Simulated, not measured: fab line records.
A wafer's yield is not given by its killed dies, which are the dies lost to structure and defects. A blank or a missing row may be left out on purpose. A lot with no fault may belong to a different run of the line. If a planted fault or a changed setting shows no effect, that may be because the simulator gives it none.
Which of the tools did it?	flow n5-finfet	12 lots with 36 wafers sampled at 2 steps, on a route of 1938 steps

## WHAT THE GAUGES SHOWED, per wafer
N5_BEOL_M13_CD_MEAS_10: target cd 190 nm.
lot	measured	on	cd-nm (nm)
L076	day 10 13:07	cd-sem-03	188.4 190.9 188.5
L077	day 10 19:26	cd-sem-01	190.8 191.4 193.3
L079	day 11 05:21	cd-sem-03	192.6 193.6 193.3
L082	day 11 11:11	cd-sem-02	190.5 191.4 190.5
L083	day 11 16:22	cd-sem-02	191.4 190.7 191.9
L088	day 15 10:53	cd-sem-01	189.4 189.5 191.3
L094	day 16 02:04	cd-sem-03	190.1 189.9 191.3
L085	day 16 08:01	cd-sem-02	186.4 189.8 187.2
L092	day 16 21:56	cd-sem-03	191.1 189.8 191.5
L093	day 17 13:44	cd-sem-03	192.3 192.2 190.2
L096	day 17 14:50	cd-sem-02	191.3 189.5 190.4
L086	day 18 05:20	cd-sem-03	189.6 191.5 189.3

## WHAT TOOL EACH LOT RAN ON (gives the tool, then ch and the chambers of the sampled wafers, and finally the start)
lot	N5_BEOL_M12_DEP_53
L076	pecvd-01 ch 0,2, day 10 12:25
L077	pecvd-04 ch 0,1,2, day 10 18:51
L079	pecvd-01 ch 0,2, day 11 04:46
L082	pecvd-02 ch 0,1,2, day 11 10:36
L083	pecvd-02 ch 0,1,2, day 11 15:40
L088	pecvd-04 ch 0,1, day 15 10:19
L094	pecvd-01 ch 0,1, day 16 01:29
L085	pecvd-01 ch 1,2, day 16 07:26
L092	pecvd-01 ch 0, day 16 21:09
L093	pecvd-01 ch 0,2, day 17 13:02
L096	pecvd-02 ch 0,2, day 17 14:12
L086	pecvd-02 ch 0,1, day 18 04:45
- N5_BEOL_M12_DEP_53: deposits SiCN from 3MS/NH3, target thk 30 nm, time 10.5 s.

## THE ANSWER, worked out from the rows above alone
Rule: the lots themselves supply what counts as usual. Put in order of their means at a reading, lots are off if they are a third of the lots or fewer, leave a main group of 4 or more, and stand apart from it by a gap of 3 or more times the standard deviation of the main group's means; of several such gaps the widest counts. A main group is skipped when, at the precision printed for the reading in the tables above, its means are all equal. Also off: a lot with no number at a reading for which 4 or more lots have one. The other lots that the step has rows for count as sound.
None of the lots is off at any reading shown; this tells nothing.

## WHAT WAS PUT IN BY THE SIMULATOR
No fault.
